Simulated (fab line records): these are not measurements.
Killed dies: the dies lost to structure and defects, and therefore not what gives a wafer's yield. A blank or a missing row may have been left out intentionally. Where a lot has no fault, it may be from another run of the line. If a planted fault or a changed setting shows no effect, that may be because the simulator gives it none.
Split-lot study :: flow n5 finfet :: 21 wafers read from 7 lots, route of 1938 steps

== THE SPLIT ITSELF ==
At N5_BEOL_M9_HM_DEP_02 (deposits TiN, target thk 20 nm), the setting target thk a was moved away from the recipe's 200 angstrom on 7 of the 21 wafers read, by -10.5% to +12.7%. For the rest of the wafers, this setting stayed at what the recipe calls for.

== FROM THE SPLIT TO THE READING: what the file shows between them, 6 steps ==
- N5_BEOL_M9_COAT_59: time 60 s, resist thk 100 nm
- N5_BEOL_M9_COAT_60: time 60 s, resist thk 30 nm
- N5_BEOL_M9_STRIP_68: strips in N2/H2
- N5_BEOL_M9_STRIP_67: strips in CF4
- N5_BEOL_M9_HM_OPEN_17: chemistry Cl2/BCl3, target TiN, target depth 20 nm, overetch 6 nm
- N5_BEOL_M9_ETCH_66: etches SOC in N2/H2, target depth 80 nm, overetch 16 nm, time 120 s (also split here: bias w)

== THE READING ==
TiN_of_BEOL_M9_HM_DEP_02.thk nm (the simulator's own value, which no gauge read), in nm, at N5_BEOL_M9_TRENCH_ETCH_37 (etches SiCOH lowk in C4F6/O2, target depth 151.43 nm, time 49 s). The file does not state a usual value for it. The 14 wafers here that ran the recipe average 15.9 nm, standard deviation 0.31 nm.

wafer: L084.3
tool, chamber at the split: pvd sputter-01, -
target thk a as run, angstrom: 225.3
against the recipe: +12.7%
TiN_of_BEOL_M9_HM_DEP_02.thk nm, nm: 18.2
against lot-mates on the recipe: +2.6

wafer: L084.4
tool, chamber at the split: pvd sputter-01, -
target thk a as run, angstrom: 225.3
against the recipe: +12.7%
TiN_of_BEOL_M9_HM_DEP_02.thk nm, nm: 18
against lot-mates on the recipe: +2.4

wafer: L084.5
tool, chamber at the split: pvd sputter-01, -
target thk a as run, angstrom: 200
against the recipe: recipe
TiN_of_BEOL_M9_HM_DEP_02.thk nm, nm: 15.6
against lot-mates on the recipe: -

wafer: L090.1
tool, chamber at the split: pvd sputter-03, -
target thk a as run, angstrom: 200
against the recipe: recipe
TiN_of_BEOL_M9_HM_DEP_02.thk nm, nm: 16.2
against lot-mates on the recipe: -

wafer: L090.2
tool, chamber at the split: pvd sputter-03, -
target thk a as run, angstrom: 200
against the recipe: recipe
TiN_of_BEOL_M9_HM_DEP_02.thk nm, nm: 16.4
against lot-mates on the recipe: -

wafer: L090.5
tool, chamber at the split: pvd sputter-03, -
target thk a as run, angstrom: 187.7
against the recipe: -6.2%
TiN_of_BEOL_M9_HM_DEP_02.thk nm, nm: 14.4
against lot-mates on the recipe: -1.9

wafer: L088.1
tool, chamber at the split: pvd sputter-02, -
target thk a as run, angstrom: 222.7
against the recipe: +11.3%
TiN_of_BEOL_M9_HM_DEP_02.thk nm, nm: 18
against lot-mates on the recipe: +2.0

wafer: L088.4
tool, chamber at the split: pvd sputter-02, -
target thk a as run, angstrom: 200
against the recipe: recipe
TiN_of_BEOL_M9_HM_DEP_02.thk nm, nm: 16.2
against lot-mates on the recipe: -

wafer: L088.5
tool, chamber at the split: pvd sputter-02, -
target thk a as run, angstrom: 200
against the recipe: recipe
TiN_of_BEOL_M9_HM_DEP_02.thk nm, nm: 15.8
against lot-mates on the recipe: -

wafer: L087.1
tool, chamber at the split: pvd sputter-03, -
target thk a as run, angstrom: 200
against the recipe: recipe
TiN_of_BEOL_M9_HM_DEP_02.thk nm, nm: 15.8
against lot-mates on the recipe: -

wafer: L087.5
tool, chamber at the split: pvd sputter-03, -
target thk a as run, angstrom: 200
against the recipe: recipe
TiN_of_BEOL_M9_HM_DEP_02.thk nm, nm: 15.4
against lot-mates on the recipe: -

wafer: L087.6
tool, chamber at the split: pvd sputter-03, -
target thk a as run, angstrom: 179
against the recipe: -10.5%
TiN_of_BEOL_M9_HM_DEP_02.thk nm, nm: 13.6
against lot-mates on the recipe: -2.0

wafer: L096.3
tool, chamber at the split: pvd sputter-03, -
target thk a as run, angstrom: 200
against the recipe: recipe
TiN_of_BEOL_M9_HM_DEP_02.thk nm, nm: 15.6
against lot-mates on the recipe: -

wafer: L096.5
tool, chamber at the split: pvd sputter-03, -
target thk a as run, angstrom: 200
against the recipe: recipe
TiN_of_BEOL_M9_HM_DEP_02.thk nm, nm: 15.8
against lot-mates on the recipe: -

wafer: L096.6
tool, chamber at the split: pvd sputter-03, -
target thk a as run, angstrom: 200
against the recipe: recipe
TiN_of_BEOL_M9_HM_DEP_02.thk nm, nm: 16
against lot-mates on the recipe: -

wafer: L093.2
tool, chamber at the split: pvd sputter-03, -
target thk a as run, angstrom: 200
against the recipe: recipe
TiN_of_BEOL_M9_HM_DEP_02.thk nm, nm: 15.6
against lot-mates on the recipe: -

wafer: L093.4
tool, chamber at the split: pvd sputter-03, -
target thk a as run, angstrom: 200
against the recipe: recipe
TiN_of_BEOL_M9_HM_DEP_02.thk nm, nm: 15.6
against lot-mates on the recipe: -

wafer: L093.5
tool, chamber at the split: pvd sputter-03, -
target thk a as run, angstrom: 200
against the recipe: recipe
TiN_of_BEOL_M9_HM_DEP_02.thk nm, nm: 16.4
against lot-mates on the recipe: -

wafer: L095.1
tool, chamber at the split: pvd sputter-03, -
target thk a as run, angstrom: 189.7
against the recipe: -5.2%
TiN_of_BEOL_M9_HM_DEP_02.thk nm, nm: 15.2
against lot-mates on the recipe: -0.6

wafer: L095.2
tool, chamber at the split: pvd sputter-03, -
target thk a as run, angstrom: 189.7
against the recipe: -5.2%
TiN_of_BEOL_M9_HM_DEP_02.thk nm, nm: 14.8
against lot-mates on the recipe: -1.0

wafer: L095.5
tool, chamber at the split: pvd sputter-03, -
target thk a as run, angstrom: 200
against the recipe: recipe
TiN_of_BEOL_M9_HM_DEP_02.thk nm, nm: 15.8
against lot-mates on the recipe: -

FIT RESULTS
A straight line over all 21 wafers: TiN_of_BEOL_M9_HM_DEP_02.thk nm changes by +0.189 nm for each +1% of target thk a; r = +0.97; the points scatter about the line by 0.3 nm.
The same after taking each lot's own level away (the mean of its wafers on the recipe; 21 wafers): +0.195 nm for each +1%; r = +0.97; scatter 0.27 nm.
According to that fit, moving target thk a by its largest amount changes the reading by 2.5 nm.
Across the lots, their own levels run from 15.60 to 16.30 nm, a range of 2.3 times the standard deviation given above.
The two slopes are in agreement: the lot-to-lot level therefore moves the slope only a little.
Check: with one of the wafers moved furthest among these (+12.7%) left out of the fit, the line predicts +2.4 nm for it against its lot-mates. Against them it came out at +2.6 nm.

== THE OTHER SPLITS THESE WAFERS WENT THROUGH ==
Before the reading, these wafers also passed through other splits. Each is held against what the fit with the lots' levels taken away leaves over:
other split on the same wafers: N5_BEOL_M9_ILD_DEP_00 time s
wafers away from the commonest value: 9
r with TiN_of_BEOL_M9_HM_DEP_02.thk nm (lot level and that fit taken away): -0.02

other split on the same wafers: N5_BEOL_M9_ETCH_66 bias w
wafers away from the commonest value: 5
r with TiN_of_BEOL_M9_HM_DEP_02.thk nm (lot level and that fit taken away): -0.01

== THE WHOLE CHAIN: every reading that the file lists as answering this split, in the file's order ==
step: N5_BEOL_M9_HM_DEP_02
what it does: deposits TiN, target thk 20 nm
reading: TiN_of_BEOL_M9_HM_DEP_02.thk nm (the simulator's own value, which no gauge read)
change (the file's fit): +0.215 nm for each +1% of the setting
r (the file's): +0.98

step: N5_BEOL_M9_HM_OPEN_17
what it does: chemistry Cl2/BCl3, target TiN, target depth 20 nm, overetch 6 nm
reading: etch.depth nm (the simulator's own value, which no gauge read)
change (the file's fit): +0.216 nm for each +1% of the setting
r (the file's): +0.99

step: N5_BEOL_M9_TRENCH_ETCH_37
what it does: etches SiCOH lowk in C4F6/O2, target depth 151.43 nm, time 49 s
reading: TiN_of_BEOL_M9_HM_DEP_02.thk nm (the simulator's own value, which no gauge read)
change (the file's fit): +0.197 nm for each +1% of the setting
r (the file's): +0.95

== FILE'S OWN FIT ==
TiN_of_BEOL_M9_HM_DEP_02.thk nm changes by +0.197 nm for each +1% of target thk a, r = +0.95.
